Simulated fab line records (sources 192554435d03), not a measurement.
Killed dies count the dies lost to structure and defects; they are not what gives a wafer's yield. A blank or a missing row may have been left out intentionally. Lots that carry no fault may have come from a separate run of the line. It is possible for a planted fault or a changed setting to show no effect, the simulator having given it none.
Split-lot study / flow n5_finfet / route with 1938 steps; 7 lots, 21 wafers read

== ON THE SPLIT ==
At N5_HKMG_FIN_ETCH_58 (etches SOC in N2/H2, target depth 215.8 nm, time 741 s), the setting bias_w was moved away from the recipe's 13 W on 7 of the 21 wafers read, by -17.1% to +7.9%. This setting was run at the recipe's value on the other wafers.

The split's own step is where the reading is taken.

== THE READING ==
rf_vpp_V, in V, at N5_HKMG_FIN_ETCH_58 (etches SOC in N2/H2, target depth 215.8 nm, time 741 s). Typical for fault-free wafers on this fab line: 98.7 V, with standard deviation 0.9 V.

wafer=L075.1; tool, chamber at the split=rie_diel-04, 2; bias_w as run, W=13; against the recipe=recipe; rf_vpp_V, V=98.6; against lot-mates on the recipe=-
wafer=L075.3; tool, chamber at the split=rie_diel-04, 0; bias_w as run, W=14.03; against the recipe=+7.9%; rf_vpp_V, V=103.9; against lot-mates on the recipe=+5.3
wafer=L075.5; tool, chamber at the split=rie_diel-04, 0; bias_w as run, W=14.03; against the recipe=+7.9%; rf_vpp_V, V=104.4; against lot-mates on the recipe=+5.8
wafer=L081.1; tool, chamber at the split=rie_diel-04, 2; bias_w as run, W=13; against the recipe=recipe; rf_vpp_V, V=99.7; against lot-mates on the recipe=-
wafer=L081.2; tool, chamber at the split=rie_diel-04, 0; bias_w as run, W=10.78; against the recipe=-17.1%; rf_vpp_V, V=87.6; against lot-mates on the recipe=-10.8
wafer=L081.5; tool, chamber at the split=rie_diel-04, 1; bias_w as run, W=13; against the recipe=recipe; rf_vpp_V, V=97.1; against lot-mates on the recipe=-
wafer=L085.1; tool, chamber at the split=rie_diel-04, 1; bias_w as run, W=11.15; against the recipe=-14.2%; rf_vpp_V, V=89.0; against lot-mates on the recipe=-9.4
wafer=L085.2; tool, chamber at the split=rie_diel-04, 2; bias_w as run, W=13; against the recipe=recipe; rf_vpp_V, V=98.9; against lot-mates on the recipe=-
wafer=L085.5; tool, chamber at the split=rie_diel-04, 1; bias_w as run, W=13; against the recipe=recipe; rf_vpp_V, V=97.9; against lot-mates on the recipe=-
wafer=L086.2; tool, chamber at the split=rie_diel-02, 0; bias_w as run, W=13; against the recipe=recipe; rf_vpp_V, V=99.3; against lot-mates on the recipe=-
wafer=L086.3; tool, chamber at the split=rie_diel-02, 2; bias_w as run, W=13; against the recipe=recipe; rf_vpp_V, V=98.5; against lot-mates on the recipe=-
wafer=L086.5; tool, chamber at the split=rie_diel-02, 0; bias_w as run, W=13; against the recipe=recipe; rf_vpp_V, V=98.7; against lot-mates on the recipe=-
wafer=L090.1; tool, chamber at the split=rie_diel-04, 0; bias_w as run, W=13; against the recipe=recipe; rf_vpp_V, V=99.4; against lot-mates on the recipe=-
wafer=L090.3; tool, chamber at the split=rie_diel-04, 1; bias_w as run, W=13; against the recipe=recipe; rf_vpp_V, V=97.4; against lot-mates on the recipe=-
wafer=L090.5; tool, chamber at the split=rie_diel-04, 3; bias_w as run, W=13; against the recipe=recipe; rf_vpp_V, V=98.5; against lot-mates on the recipe=-
wafer=L093.2; tool, chamber at the split=rie_diel-03, 0; bias_w as run, W=13; against the recipe=recipe; rf_vpp_V, V=100.1; against lot-mates on the recipe=-
wafer=L093.4; tool, chamber at the split=rie_diel-03, 3; bias_w as run, W=11.46; against the recipe=-11.8%; rf_vpp_V, V=91.6; against lot-mates on the recipe=-8.5
wafer=L093.6; tool, chamber at the split=rie_diel-03, 2; bias_w as run, W=11.46; against the recipe=-11.8%; rf_vpp_V, V=89.9; against lot-mates on the recipe=-10.2
wafer=L096.1; tool, chamber at the split=rie_diel-03, 3; bias_w as run, W=13; against the recipe=recipe; rf_vpp_V, V=98.7; against lot-mates on the recipe=-
wafer=L096.2; tool, chamber at the split=rie_diel-03, 1; bias_w as run, W=11.07; against the recipe=-14.8%; rf_vpp_V, V=87.7; against lot-mates on the recipe=-11.5
wafer=L096.3; tool, chamber at the split=rie_diel-03, 0; bias_w as run, W=13; against the recipe=recipe; rf_vpp_V, V=99.6; against lot-mates on the recipe=-

FIT RESULTS
A straight line over all 21 wafers: rf_vpp_V changes by +0.685 V for each +1% of bias_w; r = +0.99; the points scatter about the line by 0.8 V.
The same after taking each lot's own level away (the mean of its wafers on the recipe; 21 wafers): +0.71 V for each +1%; r = +0.99; scatter 0.83 V.
That fit puts the effect of the largest move of bias_w on the reading at 12 V.
From 98.40 to 100.10 V: that is the span of the lots' own levels, equal to 1.9 times the standard deviation above.
Consequently the slope shifts little with the lot-to-lot level, the two slopes agreeing.
Check: with one of the wafers moved furthest among these (-17.1%) left out of the fit, the line predicts -12.6 V for it against its lot-mates. It came out at -10.8 V against them.
Tool readings at the split's step, against how far the setting was moved: rf_vpp_V r = +0.99.

== THE OTHER SPLITS THESE WAFERS WENT THROUGH ==
These wafers also went through other splits before the reading. Each is held against what the fit with the lots' levels taken away leaves over:
other split on the same wafers=N5_FIN_CUT_COAT_19 spin_rpm; wafers away from the commonest value=10; r with rf_vpp_V (lot level and that fit taken away)=+0.56
other split on the same wafers=N5_DUMMY_GATE_CVD_03 temp_c; wafers away from the commonest value=12; r with rf_vpp_V (lot level and that fit taken away)=-0.06
other split on the same wafers=N5_SDB_CUT_ETCH_26 icp_w; wafers away from the commonest value=7; r with rf_vpp_V (lot level and that fit taken away)=+0.21

== FILE'S OWN FIT ==
rf_vpp_V changes by +0.7 V for each +1% of bias_w, r = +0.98.
